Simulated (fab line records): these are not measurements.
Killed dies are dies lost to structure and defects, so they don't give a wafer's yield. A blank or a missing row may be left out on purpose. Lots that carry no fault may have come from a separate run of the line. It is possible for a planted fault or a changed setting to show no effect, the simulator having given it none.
fab line records	flow n5Finfet
record: lots: 8	wafers: 22	lastDay: 17
route steps=1938 shown BEOL_M3@934 BEOL_M4@1111 PASSIVATION@1936
lots that met no fault: from a run of the same line without faults
startH: hours from the record's opening day to when the first of the lot's shown wafers began	waitH: hours from the lot's prior step to this one	" as in the row above	L1.1+2: one row covering several wafers at once	- no value present, or no start provided	* or withheld: withheld	< > ~ a bound
route shown NAME@n: a module of which the file shows steps, and the number in the route of the first	usual: the fault-free wafers' mean and standard deviation	same: alike in all rows	chamber/n: place in a boat	sites: the reading at each site	_std_site: their standard deviation	_edge_site: the outer-site mean with the inner-site mean subtracted	radiusMm: for every site, how far away it sits from the centre of the wafer	mask NAME#n: copy n	behind: the last tool/chamber to shape the wafer	hold: why the lot was held/for how many hours/how that ended	device: whichever transistor did not switch (one of n, p or np)	end of line: tests of these same wafers at the route's end	step lacking rows: just its recipe	killed: count of dies lost to structure and defects at first sort (not the wafer's yield)	map: per-die view of a wafer (x killed, . not killed, _ where there is no die)
set.NAME: setting as actually run; set.NAME@STEP: the setting as run at that earlier step	model.NAME: the simulator's own value behind a step, which no gauge read
route steps across a sampled set of lots; one table per step, one row per wafer
services: a tool's chamber out of use, with start hour (startH, from the record's first day; less than 0 if before it), hours out, and reason
== steps ==
step: N5_BEOL_M3_HM_DEP_02
recipe: material: TiN	targetThkA: 200	tempC: 25	chamberPressurePa: 0.49996
usual: throttleValvePct: 30.2/0.98
lot.wafer	tool	chamber	startH	waitH	throttleValvePct
L978.2	pvdSputter-03	-	142.38	2.1	30.3
L978.5	"	-	"	"	29.9
L978.6	"	-	"	"	30.4
L979.1	pvdSputter-02	-	152.06	0.0	28.9
L979.2	"	-	"	"	29.0
L979.4	"	-	"	"	30.0
L987.2	pvdSputter-02	-	196.93	0.1	29.9
L987.5	"	-	"	"	29.1
L987.6	"	-	"	"	30.4
L990.1	pvdSputter-02	-	221.75	0.3	30.3
L990.2	"	-	"	"	30.0
L990.6	"	-	"	"	29.5
L991.1	pvdSputter-01	-	232.71	0.9	30.8
L991.3	"	-	"	"	30.8
L991.4	"	-	"	"	30.3
L992.1	pvdSputter-02	-	237.69	2.2	30.3
L992.4	"	-	"	"	29.1
L998.4	pvdSputter-02	-	273.17	0.7	30.3
L998.6	"	-	"	"	30.2
L101.3	pvdSputter-01	-	285.84	0.5	30.5
L101.4	"	-	"	"	30.1
L101.5	"	-	"	"	30.4
step: N5_BEOL_M3_ETCH_63
recipe: chemistry: CF4	target: SiARC	targetDepthA: 156	maskMaterial: CAR-EUV	timeS: 26	ionEnergyEv: 80	pressureMtorr: 40	sourceW: 545	biasW: 36	Ar_flow_sccm: 100	cf4FlowSccm: 100	ends: cleared
usual: drypumpMotorCurrentA: 5.8/0.44	etchRfOnTimeS: 25.9/0.48	oesProductAu: 0.65/0.065	rfVppV: 183.8/1.2	showerheadPlenumPTorr: 2.14/0.08	throttleValvePct: 15.61/0.23
lot.wafer	tool	chamber	startH	waitH	drypumpMotorCurrentA	etchRfOnTimeS	oesProductAu	rfHoursCounterH	rfVppV	showerheadPlenumPTorr	throttleValvePct
L978.2	rieDiel-05	1	142.96	0.0	5.7	25.8	0.69	97	181.5	2.00	15.76
L978.5	"	2	"	"	5.6	25.1	0.79	-	184.0	2.19	15.20
L978.6	"	1	"	"	5.7	26.0	0.69	-	181.5	2.00	15.76
L979.1	rieDiel-04	2	152.63	0.0	5.6	25.1	0.66	131	182.5	2.15	15.27
L979.2	"	0	"	"	6.5	25.4	0.71	95	184.5	2.27	15.83
L979.4	"	3	"	"	5.4	26.1	0.76	50	183.4	2.09	15.35
L987.2	rieDiel-04	2	197.65	0.0	5.6	25.4	0.64	143	183.8	2.15	15.31
L987.5	"	0	"	"	6.6	25.9	0.69	-	184.8	2.26	15.84
L987.6	"	1	"	"	6.5	25.8	0.62	-	184.1	2.12	15.51
L990.1	rieDiel-04	3	222.32	0.0	5.4	25.9	0.73	71	182.0	2.08	15.37
L990.2	"	0	"	"	6.5	25.9	0.68	115	185.0	2.26	15.85
L990.6	"	2	"	"	5.6	25.2	0.64	-	183.0	2.15	15.33
L991.1	rieDiel-04	0	233.30	0.0	6.6	25.5	0.69	118	185.0	2.26	15.87
L991.3	"	1	"	"	6.6	25.2	0.62	193	185.2	2.12	15.54
L991.4	"	2	"	"	5.6	24.8	0.65	155	182.6	2.14	15.32
L992.1	rieDiel-01	3	238.39	0.0	5.5	26.3	0.58	225	185.1	2.21	15.73
L992.4	"	1	"	"	5.6	26.7	0.60	202	183.3	2.12	15.78
L998.4	rieDiel-05	3	273.74	0.0	5.5	26.2	0.62	-	183.0	2.06	15.69
L998.6	"	0	"	"	6.0	26.9	0.57	-	181.2	2.03	15.90
L101.3	rieDiel-05	3	289.19	0.0	5.5	26.0	0.61	218	182.5	2.05	15.69
L101.4	"	1	"	"	5.7	25.7	0.65	136	180.7	1.99	15.83
L101.5	"	0	"	"	6.0	26.7	0.57	-	184.6	2.03	15.91
step: N5_BEOL_M3_ETCH_77
recipe: chemistry: N2/H2	target: underlayer	targetDepthA: 65	maskMaterial: CAR-EUV	timeS: 5.2	ionEnergyEv: 200	pressureMtorr: 30	sourceW: 840	biasW: 150	n2FlowSccm: 200	h2FlowSccm: 200	ends: cleared
usual: drypumpMotorCurrentA: 5.7/0.42	etchRfOnTimeS: 5.20/0.098	h2FlowSccm: 199.9/0.61	oesProductAu: 0.65/0.074	rfVppV: 524.1/2.5	showerheadPlenumPTorr: 2.55/0.087	throttleValvePct: 17.85/0.24
lot.wafer	tool	chamber	startH	waitH	drypumpMotorCurrentA	etchRfOnTimeS	h2FlowSccm	oesProductAu	rfHoursCounterH	rfVppV	showerheadPlenumPTorr	throttleValvePct
L978.2	rieDiel-04	1	143.83	0.0	6.5	5.18	199.4	0.61	168	524.5	2.51	17.52
L978.5	"	1	"	"	6.5	5.15	199.5	0.62	-	526.3	2.51	17.50
L978.6	"	0	"	"	6.6	5.04	198.6	0.71	-	526.8	2.68	18.07
L979.1	rieDiel-05	1	154.23	0.0	5.7	5.26	200.2	0.67	100	520.2	2.35	17.93
L979.2	"	3	"	"	5.6	5.27	200.1	0.62	175	520.4	2.44	17.77
L979.4	"	2	"	"	5.5	5.04	200.5	0.78	25	524.8	2.61	17.50
L987.2	rieDiel-01	0	198.52	0.0	5.3	5.28	199.7	0.84	5	525.3	2.60	17.50
L987.5	"	1	"	"	5.6	5.32	200.3	0.60	-	525.2	2.54	18.14
L987.6	"	0	"	"	5.3	5.25	199.3	0.83	-	527.7	2.60	17.51
L990.1	rieDiel-01	1	223.30	0.0	5.6	5.30	201.3	0.60	197	521.2	2.53	18.13
L990.2	"	2	"	"	5.5	5.38	199.2	0.59	233	527.3	2.63	18.15
L990.6	"	3	"	"	5.5	5.24	200.2	0.59	-	524.2	2.62	17.91
L991.1	rieDiel-04	0	234.51	0.0	6.5	5.12	199.4	0.69	119	527.0	2.67	18.13
L991.3	"	3	"	"	5.4	5.16	200.7	0.72	75	521.4	2.49	17.85
L991.4	"	1	"	"	6.5	5.11	200.0	0.62	194	520.7	2.50	17.55
L992.1	rieDiel-04	2	239.40	0.0	5.6	4.98	199.3	0.65	157	523.4	2.56	17.61
L992.4	"	0	"	"	6.5	5.12	200.4	0.69	120	528.8	2.66	18.13
L998.4	rieDiel-04	1	274.58	0.0	6.5	5.26	200.9	0.60	205	525.6	2.50	17.61
L998.6	"	2	"	"	5.6	5.11	200.1	0.62	-	523.9	2.55	17.61
L101.3	rieDiel-04	3	290.51	0.0	5.4	5.28	200.6	0.70	91	520.9	2.48	17.87
L101.4	"	0	"	"	6.6	5.11	200.2	0.67	134	524.9	2.66	18.14
L101.5	"	0	"	"	6.5	5.11	200.5	0.67	-	526.2	2.66	18.15
step: N5_BEOL_M3_ETCHBACK_99
recipe: chemistry: CHF3	target: SiO2	targetDepthA: 50	timeS: 10.4	sourceW: 215	biasW: 47	Ar_flow_sccm: 200	CHF3_flow_sccm: 12	ionEnergyEv: 100	pressureMtorr: 30
usual: drypumpMotorCurrentA: 5.6/0.34	oesProductAu: 0.76/0.085	rfVppV: 242/5.6	showerheadPlenumPTorr: 2.16/0.074	throttleValvePct: 17.05/0.23
lot.wafer	tool	chamber	startH	waitH	drypumpMotorCurrentA	oesProductAu	rfHoursCounterH	rfVppV	showerheadPlenumPTorr	throttleValvePct
L978.2	rieDiel-01	3	144.32	0.3	5.5	0.72	195	252	2.23	17.11
L978.5	"	3	"	"	5.5	0.72	-	251	2.23	17.12
L978.6	"	2	"	"	5.5	0.71	-	242	2.23	17.22
L979.1	rieDiel-01	0	154.66	0.3	5.3	0.68	245	243	2.21	17.13
L979.2	"	1	"	"	5.6	0.73	174	240	2.13	17.15
L979.4	"	2	"	"	5.5	0.71	212	243	2.23	17.24
L987.2	rieDiel-05	2	200.78	2.1	5.6	0.88	40	238	2.20	16.68
L987.5	"	2	"	"	5.6	0.87	-	239	2.20	16.69
L987.6	"	0	"	"	6.0	0.69	-	249	2.04	17.26
L990.1	rieDiel-01	1	225.48	2.0	5.6	0.70	198	238	2.12	17.18
L990.2	"	0	"	"	5.3	0.95	13	241	2.20	16.69
L990.6	"	3	"	"	5.5	0.69	-	251	2.22	17.17
L991.1	rieDiel-01	3	234.93	0.3	5.4	0.70	224	251	2.22	17.17
L991.3	"	1	"	"	5.6	0.70	201	239	2.12	17.17
L991.4	"	2	"	"	5.5	0.68	237	243	2.22	17.27
L992.1	rieDiel-01	3	240.21	0.7	5.5	0.70	226	250	2.22	17.19
L992.4	"	1	"	"	5.6	0.26	202	238	2.12	17.17
L998.4	rieDiel-05	1	277.52	2.8	5.7	0.28	134	231	1.99	17.30
L998.6	"	1	"	"	5.7	0.76	-	230	1.99	17.31
L101.3	rieDiel-05	0	290.78	0.1	6.0	0.67	243	249	2.03	17.32
L101.4	"	3	"	"	5.5	0.71	219	238	2.06	17.12
L101.5	"	2	"	"	5.5	0.86	-	239	2.19	16.72
step: N5_BEOL_M3_STRIP_97
recipe: chemistry: N2/H2	timeS: 10	powerW: 450	tempC: 40	pressureMtorr: 20	rfFrequencyHz: 6e+07	biasPowerW: 7	n2FlowSccm: 200	h2FlowSccm: 200
usual: drypumpMotorCurrentA: 5.6/0.35	h2FlowSccm: 200.0/0.59	oesProductAu: 0.76/0.086	rfVppV: 59.2/0.88	showerheadPlenumPTorr: 2.55/0.088	throttleValvePct: 23.65/0.27
lot.wafer	tool	chamber	startH	waitH	drypumpMotorCurrentA	h2FlowSccm	oesProductAu	rfHoursCounterH	rfVppV	showerheadPlenumPTorr	throttleValvePct
L978.2	rieDiel-01	3	-	-	5.5	199.8	0.71	195	58.7	2.62	23.58
L978.5	"	3	"	"	5.5	200.4	0.71	-	59.9	2.62	23.58
L978.6	"	2	"	"	5.5	200.0	0.71	-	60.0	2.64	23.96
L979.1	rieDiel-01	0	-	-	5.3	200.0	0.68	245	59.4	2.60	23.71
L979.2	"	1	"	"	5.6	200.6	0.73	174	58.3	2.54	23.96
L979.4	"	2	"	"	5.5	200.3	0.71	212	59.0	2.63	23.95
L987.2	rieDiel-05	2	-	-	5.5	199.7	0.87	40	59.6	2.60	23.33
L987.5	"	2	"	"	5.5	200.1	0.86	-	57.5	2.60	23.33
L987.6	"	0	"	"	6.1	200.0	0.68	-	58.3	2.40	23.73
L990.1	rieDiel-01	1	-	-	5.6	199.9	0.71	198	58.6	2.53	23.97
L990.2	"	0	"	"	5.2	198.6	0.96	13	60.3	2.60	23.39
L990.6	"	3	"	"	5.5	199.6	0.69	-	59.0	2.61	23.63
L991.1	rieDiel-01	3	-	-	5.5	199.4	0.68	224	59.5	2.61	23.61
L991.3	"	1	"	"	5.6	199.5	0.69	201	59.7	2.53	24.01
L991.4	"	2	"	"	5.5	201.1	0.69	237	58.1	2.62	23.99
L992.1	rieDiel-01	3	-	-	5.5	200.3	0.68	226	59.0	2.61	23.63
L992.4	"	1	"	"	5.6	199.6	0.70	202	60.0	2.53	24.00
L998.4	rieDiel-05	1	-	-	5.7	200.4	0.76	134	57.4	2.33	23.68
L998.6	"	1	"	"	5.7	199.9	0.76	-	57.1	2.33	23.68
L101.3	rieDiel-05	0	-	-	6.1	200.7	0.68	243	60.1	2.39	23.77
L101.4	"	3	"	"	5.6	199.3	0.71	219	57.7	2.42	23.52
L101.5	"	2	"	"	5.6	199.4	0.84	-	60.1	2.59	23.37
step: N5_BEOL_M3_OCD_MEAS_38
usual: trenchDepthNm: 55.3/0.77
lot.wafer	tool	chamber	startH	waitH	trenchDepthNm
L978.2	ocd-02	-	144.71	-	55.1
L978.5	"	-	"	"	55.8
L978.6	"	-	"	"	55.1
L979.1	ocd-02	-	155.05	-	54.9
L979.2	"	-	"	"	55.7
L979.4	"	-	"	"	55.2
L987.2	ocd-01	-	201.17	-	55.8
L987.5	"	-	"	"	55.8
L987.6	"	-	"	"	53.8
L990.1	ocd-01	-	225.87	-	55.2
L990.2	"	-	"	"	55.7
L990.6	"	-	"	"	55.2
L991.1	ocd-02	-	235.32	-	54.8
L991.3	"	-	"	"	54.4
L991.4	"	-	"	"	54.1
L992.1	ocd-02	-	240.60	-	54.8
L992.4	"	-	"	"	-
L998.4	ocd-02	-	277.92	-	-
L998.6	"	-	"	"	54.4
L101.3	ocd-01	-	291.17	-	54.5
L101.4	"	-	"	"	54.5
L101.5	"	-	"	"	56.0
step: N5_BEOL_M3_CD_MEAS_35
recipe: targetCdNm: 18	targetCdYNm: 21	polarity: opening
usual: cdNm: 17.9/0.36
lot.wafer	tool	chamber	startH	waitH	cdNm
L978.2	cdSem-01	-	144.97	0.0	17.8
L978.5	"	-	"	"	18.6
L978.6	"	-	"	"	17.7
L979.1	cdSem-02	-	155.20	0.0	18.2
L979.2	"	-	"	"	18.3
L979.4	"	-	"	"	18.0
L987.2	cdSem-02	-	201.34	0.0	18.3
L987.5	"	-	"	"	17.6
L987.6	"	-	"	"	18.0
L990.1	cdSem-01	-	226.03	0.0	18.2
L990.2	"	-	"	"	18.2
L990.6	"	-	"	"	18.4
L991.1	cdSem-03	-	235.48	0.0	17.7
L991.3	"	-	"	"	17.6
L991.4	"	-	"	"	17.5
L992.1	cdSem-03	-	240.75	0.0	17.9
L992.4	"	-	"	"	-
L998.4	cdSem-02	-	278.07	0.0	-
L998.6	"	-	"	"	17.8
L101.3	cdSem-01	-	291.32	0.0	17.3
L101.4	"	-	"	"	17.9
L101.5	"	-	"	"	18.0
step: N5_BEOL_M4_RC_MEAS_101
usual: DIBL_N: 36.8/2.1	DIBL_P: 37.1/2.2	IOFF_N: 0.18/0.037	IOFF_P: 0.23/0.041	ION_N: 682/13	ION_P: 467/8.6	SS_N: 71.7/0.61	SS_P: 73.5/0.6	VT_N: 248/3.4	VT_P: -249/3.5
lot.wafer	tool	chamber	startH	waitH	DIBL_N[mV/V]	DIBL_P[mV/V]	IOFF_N[nA/um]	IOFF_P[nA/um]	ION_N[uA/um]	ION_P[uA/um]	SS_N[mV/dec]	SS_P[mV/dec]	VT_N[mV]	VT_P[mV]
L978.2	prober-01	0	165.44	0.2	35.8	36.0	0.16	0.24	689	488	71.3	73.0	246	-246
L978.5	"	0	"	"	36.0	36.6	0.16	0.24	682	473	71.6	73.7	248	-245
L978.6	"	0	"	"	37.5	38.2	0.18	0.26	693	484	71.4	73.5	246	-244
L979.1	prober-01	0	169.10	0.0	39.8	39.1	0.22	0.26	695	474	72.5	74.0	244	-249
L979.2	"	0	"	"	39.1	37.5	0.19	0.23	691	467	72.8	73.8	247	-247
L979.4	"	0	"	"	40.5	39.5	0.24	0.28	706	479	72.6	73.9	245	-246
L987.2	prober-01	0	216.09	0.2	38.1	37.8	0.21	0.24	690	473	71.3	73.8	245	-247
L987.5	"	0	"	"	37.7	37.0	0.20	0.24	691	479	72.4	73.3	244	-249
L987.6	"	0	"	"	38.8	39.0	0.20	0.26	689	472	71.8	73.7	248	-248
L990.1	prober-02	0	238.63	0.0	38.2	39.1	0.23	0.24	708	473	72.0	74.2	243	-250
L990.2	"	0	"	"	36.6	37.1	0.19	0.20	692	464	71.0	73.8	247	-253
L990.6	"	0	"	"	36.7	35.9	0.18	0.18	680	456	72.0	73.8	249	-254
L991.1	prober-01	0	256.16	0.0	39.6	37.3	0.22	0.26	700	475	72.6	73.7	244	-247
L991.3	"	0	"	"	38.2	35.6	0.18	0.23	685	468	72.2	73.7	246	-248
L991.4	"	0	"	"	38.2	36.5	0.18	0.24	690	475	71.9	73.5	248	-249
L992.1	prober-01	0	258.75	0.0	37.0	38.9	0.18	0.23	699	478	72.2	72.7	248	-246
L998.6	prober-02	0	295.24	0.8	36.3	36.2	0.18	0.21	696	472	70.7	73.9	247	-251
L101.3	prober-01	0	306.84	0.3	36.3	35.6	0.15	0.20	679	466	71.5	73.2	249	-251
L101.4	"	0	"	"	38.0	38.2	0.18	0.25	682	469	72.5	74.5	248	-249
L101.5	"	0	"	"	37.9	38.1	0.18	0.24	688	469	71.8	73.6	249	-247
step: N5_PASSIVATION_PROBE_49
usual: defectLimitedYield: 91.0/1.4	killed_at_M0_to_M3: 35/10	killed_at_M4_up: 13/6	killedAtContacts: 13/6.4	killedAtFrontEnd: 42/12	killedAtOther: 3.2/2.4	killedDies: 107/17	killedOnRim: 15/4.1	killedOpen: 69/13	killedShort: 33/7.3	sort_bin_4_leakage: 0.00/0.022	sort_bin_5_function: 5.3/0.92	sort_bin_6_memory: 3.3/0.66	sortNPass: 1073/17	sortYieldPct: 90.9/1.4
same: grossDies: 1180	killedAtBackSide: 0	sort_bin_8_speed[%]: 0
lot.wafer	tool	chamber	startH	waitH	defectLimitedYield[%]	killed_at_M0_to_M3	killed_at_M4_up	killedAtContacts	killedAtFrontEnd	killedAtOther	killedDies	killedOnRim	killedOpen	killedShort	sort_bin_4_leakage[%]	sort_bin_5_function[%]	sort_bin_6_memory[%]	sortNPass	sortYieldPct[%]
L978.2	prober-02	-	265.21	0.1	90.7	33	10	18	46	3	110	16	67	38	0	5.2	3.6	1070	90.7
L978.5	prober-02	-	265.36	0.2	91.1	25	13	20	43	4	105	17	71	29	0	4.7	3.5	1075	91.1
L978.6	prober-02	-	265.41	0.3	88.6	27	12	20	74	2	135	24	75	57	0	6.8	4.3	1045	88.6
L979.1	prober-01	-	273.75	0.0	90.7	18	16	13	58	5	110	18	59	42	0	4.8	3.7	1070	90.7
L979.2	prober-01	-	273.80	0.1	91.5	35	10	14	38	3	100	18	59	37	0	5.1	3.2	1080	91.5
L979.4	prober-01	-	273.90	0.2	91.2	36	9	20	28	11	104	19	54	42	0	5.3	3.1	1076	91.2
L987.2	prober-02	-	319.21	0.1	90.2	37	11	17	49	2	116	16	74	38	0	5.6	3.6	1064	90.2
L987.5	prober-02	-	319.36	0.2	89.7	45	10	8	56	2	121	20	81	33	0	7.3	2.7	1059	89.7
L987.6	prober-02	-	319.41	0.3	90.3	57	7	15	32	3	114	19	66	40	0	6.4	3.0	1066	90.3
L990.1	prober-01	-	353.77	0.0	92.0	29	14	15	34	2	94	15	54	31	0.08	4.9	2.7	1085	91.9
L990.2	prober-01	-	353.82	0.1	92.2	16	7	9	57	3	92	13	58	23	0	4.3	2.9	1088	92.2
L990.6	prober-01	-	354.02	0.3	93.6	36	10	8	22	0	76	14	50	24	0	3.1	3.2	1104	93.6
L992.1	prober-02	-	368.96	0.0	88.7	67	22	10	33	1	133	21	83	44	0	6.7	4.2	1047	88.7
L992.4	prober-02	-	369.11	0.2	0	1135	6	8	25	6	1180	152	39	28	0	97.8	1.9	0	0
L991.1	prober-02	-	369.26	0.3	88.9	29	30	19	51	2	131	22	83	44	0	6.5	4.1	1049	88.9
L991.3	prober-02	-	369.36	0.4	90.9	49	26	12	18	2	107	12	76	29	0	5.8	3.1	1073	90.9
L991.4	prober-02	-	369.41	0.5	91.1	26	28	11	33	7	105	15	80	21	0	6.3	2.5	1075	91.1
L998.4	prober-01	-	398.42	0.2	0	1106	16	18	35	5	1180	152	75	28	0	96.2	3.4	0	0
L998.6	prober-01	-	398.52	0.3	89.7	49	16	8	44	4	121	22	90	26	0	5.5	4.4	1059	89.7
L101.3	prober-01	-	411.02	0.1	91.6	35	8	12	43	1	99	12	66	28	0	4.4	3.6	1081	91.6
L101.4	prober-01	-	411.07	0.2	91.9	33	6	8	48	1	96	20	66	27	0	5.0	2.5	1084	91.9
L101.5	prober-01	-	411.12	0.2	90.3	32	2	22	52	6	114	21	76	35	0	6.4	3.1	1066	90.3
killed by level:class
L978.2 MOL_CONTACT_COAG:geometricParticle:open=18 GATE_CUT:geometricParticle:short=7 BEOL_M0_SAQP:geometricParticle:short=7 BEOL_M2:geometricParticle:open=7 ILD0:geometricParticle:open=6 GATE_CUT:geometricParticle:open=6 FIN_SAQP:geometricParticle:short=5 BEOL_M4:geometricParticle:open=5
L978.5 MOL_CONTACT_COAG:geometricParticle:open=15 STI_FIN_REVEAL:geometricParticle:open=7 DUMMY_GATE:geometricParticle:open=6 BEOL_M1:geometricParticle:open=6 FIN_SAQP:geometricParticle:short=5 FIN_SAQP:geometricParticle:open=5 GATE_CUT:geometricParticle:short=5 GATE_CUT:geometricParticle:open=5
L978.6 FIN_SAQP:geometricParticle:short=15 MOL_CONTACT_COAG:geometricParticle:open=13 STI_FIN_REVEAL:geometricParticle:open=11 GATE_CUT:geometricParticle:open=9 GATE_CUT:geometricParticle:short=9 STARTING-WAFER:geometricParticle:short=8 MOL_CONTACT_COAG:geometricParticle:short=7 BEOL_M0_SAQP:geometricParticle:short=7
L979.1 FIN_SAQP:geometricParticle:short=17 FIN_SAQP:geometricParticle:open=15 MOL_CONTACT_COAG:geometricParticle:open=9 BEOL_M4:geometricParticle:open=7 STI_FIN_REVEAL:geometricParticle:open=6 BEOL_M0_SAQP:geometricParticle:open=5 BEOL_M0_SAQP:geometricParticle:short=5 HKMG_FIN:areaEtch=4
L979.2 BEOL_M0_SAQP:geometricParticle:open=12 MOL_CONTACT_COAG:geometricParticle:open=11 FIN_SAQP:geometricParticle:short=10 BEOL_M0_SAQP:geometricParticle:short=9 BEOL_M3:geometricParticle:open=7 FIN_SAQP:geometricParticle:open=5 STI_FIN_REVEAL:geometricParticle:open=4 STI_FIN_REVEAL:geometricParticle:short=3
L979.4 MOL_CONTACT_COAG:geometricParticle:open=14 BEOL_M0_SAQP:geometricParticle:short=13 BEOL_M3:geometricParticle:open=7 FIN_SAQP:geometricParticle:short=6 BEOL_M0_SAQP:geometricParticle:open=6 GATE_CUT:geometricParticle:short=5 PASS1_CAP:geometricParticle:short=5 FIN_SAQP:geometricParticle:open=3
L987.2 MOL_CONTACT_COAG:geometricParticle:open=16 STI_FIN_REVEAL:geometricParticle:open=13 BEOL_M0_SAQP:geometricParticle:open=10 STI_FIN_REVEAL:geometricParticle:short=8 BEOL_M0_SAQP:geometricParticle:short=8 FIN_SAQP:geometricParticle:open=7 GATE_CUT:geometricParticle:short=5 BEOL_M3:geometricParticle:open=5
L987.5 BEOL_M0_SAQP:geometricParticle:open=11 STI_FIN_REVEAL:geometricParticle:open=11 FIN_SAQP:geometricParticle:open=10 DUMMY_GATE:geometricParticle:open=9 BEOL_M3:geometricParticle:open=9 BEOL_M2:geometricParticle:open=7 MOL_CONTACT_COAG:geometricParticle:open=6 FIN_SAQP:geometricParticle:short=5
L987.6 BEOL_M0_SAQP:geometricParticle:short=16 BEOL_M3:geometricParticle:open=16 BEOL_M0_SAQP:geometricParticle:open=10 BEOL_M2:geometricParticle:open=8 MOL_CONTACT_COAG:geometricParticle:open=7 FIN_SAQP:geometricParticle:open=6 STI_FIN_REVEAL:geometricParticle:open=5 FIN_SAQP:geometricParticle:short=4
L990.1 BEOL_M4:geometricParticle:open=9 DUMMY_GATE:geometricParticle:open=8 FIN_SAQP:geometricParticle:short=7 MOL_CONTACT_COAG:geometricParticle:open=7 STI_FIN_REVEAL:geometricParticle:open=6 BEOL_M0_SAQP:geometricParticle:open=6 BEOL_M2:geometricParticle:open=5 BEOL_M0_SAQP:geometricParticle:short=5
L990.2 STI_FIN_REVEAL:geometricParticle:open=18 DUMMY_GATE:geometricParticle:open=6 MOL_CONTACT_COAG:geometricParticle:open=6 FIN_SAQP:geometricParticle:open=4 STI_FIN_REVEAL:geometricParticle:short=4 ILD0:geometricParticle:short=4 GATE_CUT:geometricParticle:short=4 BEOL_M2:geometricParticle:open=4
L990.6 STI_FIN_REVEAL:geometricParticle:open=9 BEOL_M0_SAQP:geometricParticle:short=8 BEOL_M0_SAQP:geometricParticle:open=7 BEOL_M4:geometricParticle:open=7 BEOL_M2:geometricParticle:open=7 BEOL_M3:geometricParticle:open=7 MOL_CONTACT_COAG:geometricParticle:open=4 MOL_CONTACT_COAG:geometricParticle:short=3
L992.1 BEOL_M0_SAQP:geometricParticle:open=18 BEOL_M0_SAQP:geometricParticle:short=17 BEOL_M3:geometricParticle:open=11 BEOL_M4:geometricParticle:open=10 FIN_SAQP:geometricParticle:short=9 DUMMY_GATE:geometricParticle:open=8 MOL_CONTACT_COAG:geometricParticle:open=8 BEOL_M1:geometricParticle:open=7
L992.4 BEOL_M3:areaOpen=1113 BEOL_M0_SAQP:geometricParticle:short=8 FIN_SAQP:geometricParticle:open=6 FIN_SAQP:geometricParticle:short=6 MOL_CONTACT_COAG:geometricParticle:open=6 BEOL_M1:geometricParticle:open=5 MIM_TOP_ETCH:geometricParticle:open=4 BEOL_M0_SAQP:geometricParticle:open=3
L991.1 STI_FIN_REVEAL:geometricParticle:open=14 MOL_CONTACT_COAG:geometricParticle:open=14 BEOL_M4:geometricParticle:open=13 FIN_SAQP:geometricParticle:short=9 STI_FIN_REVEAL:geometricParticle:short=8 FIN_SAQP:geometricParticle:open=8 BEOL_M3:geometricParticle:open=7 BEOL_M2:geometricParticle:open=6
L991.3 BEOL_M0_SAQP:geometricParticle:open=12 MOL_CONTACT_COAG:geometricParticle:open=11 BEOL_M3:geometricParticle:open=11 BEOL_M4:geometricParticle:open=9 BEOL_M0_SAQP:geometricParticle:short=8 BEOL_M2:geometricParticle:open=7 BEOL_M5:geometricParticle:open=7 BEOL_M1:geometricParticle:open=6
L991.4 STI_FIN_REVEAL:geometricParticle:open=13 BEOL_M4:geometricParticle:open=13 BEOL_M3:geometricParticle:open=8 MOL_CONTACT_COAG:geometricParticle:open=7 BEOL_M2:geometricParticle:open=7 BEOL_M1:geometricParticle:open=5 GATE_CUT:geometricParticle:open=5 BEOL_M7:geometricParticle:open=4
L998.4 BEOL_M3:areaOpen=1077 STI_FIN_REVEAL:geometricParticle:open=13 MOL_CONTACT_COAG:geometricParticle:open=13 BEOL_M2:geometricParticle:open=13 DUMMY_GATE:geometricParticle:open=9 BEOL_M1:geometricParticle:open=7 MOL_CONTACT_COAG:geometricParticle:short=5 BEOL_M4:geometricParticle:short=5
L998.6 BEOL_M1:geometricParticle:open=18 BEOL_M2:geometricParticle:open=16 STI_FIN_REVEAL:geometricParticle:open=14 FIN_SAQP:geometricParticle:open=7 MOL_CONTACT_COAG:geometricParticle:open=7 BEOL_M0_SAQP:geometricParticle:open=5 FIN_SAQP:geometricParticle:short=4 DUMMY_GATE:geometricParticle:open=4
L101.3 FIN_SAQP:geometricParticle:open=16 BEOL_M1:geometricParticle:open=12 MOL_CONTACT_COAG:geometricParticle:open=10 GATE_CUT:geometricParticle:short=5 BEOL_M0_SAQP:geometricParticle:open=5 BEOL_M0_SAQP:geometricParticle:short=5 STI_FIN_REVEAL:geometricParticle:open=4 DUMMY_GATE:geometricParticle:open=3
L101.4 STI_FIN_REVEAL:geometricParticle:open=10 BEOL_M0_SAQP:geometricParticle:open=9 FIN_SAQP:geometricParticle:open=8 BEOL_M1:geometricParticle:open=7 BEOL_M3:geometricParticle:open=7 ILD0:geometricParticle:open=5 BEOL_M0_SAQP:geometricParticle:short=5 FIN_SAQP:geometricParticle:short=4
L101.5 STI_FIN_REVEAL:geometricParticle:open=20 MOL_CONTACT_COAG:geometricParticle:open=17 BEOL_M0_SAQP:geometricParticle:short=9 FIN_SAQP:geometricParticle:short=6 BEOL_M0_SAQP:geometricParticle:open=6 BEOL_M3:geometricParticle:open=6 MOL_CONTACT_COAG:geometricParticle:short=5 STARTING-WAFER:geometricParticle:open=5
== services ==
tool	chamber	startH	hours	kind
pvdSputter-03	-	136.53	4.5	repair
rieDiel-04	1	160.42	8.4	repair
rieDiel-04	-	161.90	4.3	pm
rieDiel-01	0	169.35	-	clean
rieDiel-01	0	169.35	-	consumableReplace:focusRing
rieDiel-01	0	169.35	15.3	scheduledDown
rieDiel-01	0	169.35	15.3	ventCycle
rieDiel-04	2	186.18	3.8	repair
rieDiel-05	1	199.14	22.3	repair
rieDiel-04	-	219.11	0.4	repair
rieDiel-05	2	262.35	13.6	repair
rieDiel-01	2	275.85	-	clean
rieDiel-01	2	275.85	-	consumableReplace:focusRing
rieDiel-01	2	275.85	30.9	scheduledDown
rieDiel-01	2	275.85	30.9	ventCycle
== key ==
firstSign: step: N5_BEOL_M3_ETCHBACK_99	reading: oesProductAu	direction: down	sigmas: 5.7	usual: 0.76	struck: 0.27
effect: step: N5_BEOL_M3_OCD_MEAS_38	reading: trenchDepthNm	direction: missing
effect: step: N5_BEOL_M3_CD_MEAS_35	reading: cdNm	direction: missing
effect: step: N5_PASSIVATION_PROBE_49	reading: killed_at_M0_to_M3	direction: up	sigmas: 99+	usual: 35	struck: 1120
moreKillsBornAt: N5_BEOL_M3_HM_OPEN_17@rieMetal-01: 1113	N5_BEOL_M3_HM_OPEN_17@rieMetal-03: 1077
metAt N5_BEOL_M3_HM_DEP_02
struckLots L992,L998
struckWafers L992.4,L998.4
laterRowsLeftOut L992.4,L998.4
notActingAt N5_BEOL_M3_ETCH_63,N5_BEOL_M3_ETCH_77,N5_BEOL_M3_STRIP_97
onsetBetween 221.75 237.69
fault: kind: processParameterDrift	tool: pvdSputter-02	chamber: -	onsetH: 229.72	steps: N5_BEOL_M3_HM_DEP_02	channel: targetThkA	offset: *	shape: step	endH: 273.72	scope: struckWafersOnly	actsIn: *	stated: *
laterRowsLeftOut: the simulator's readings of these wafers behind a module that went badly wrong aren't trusted and aren't shown, but for the sort
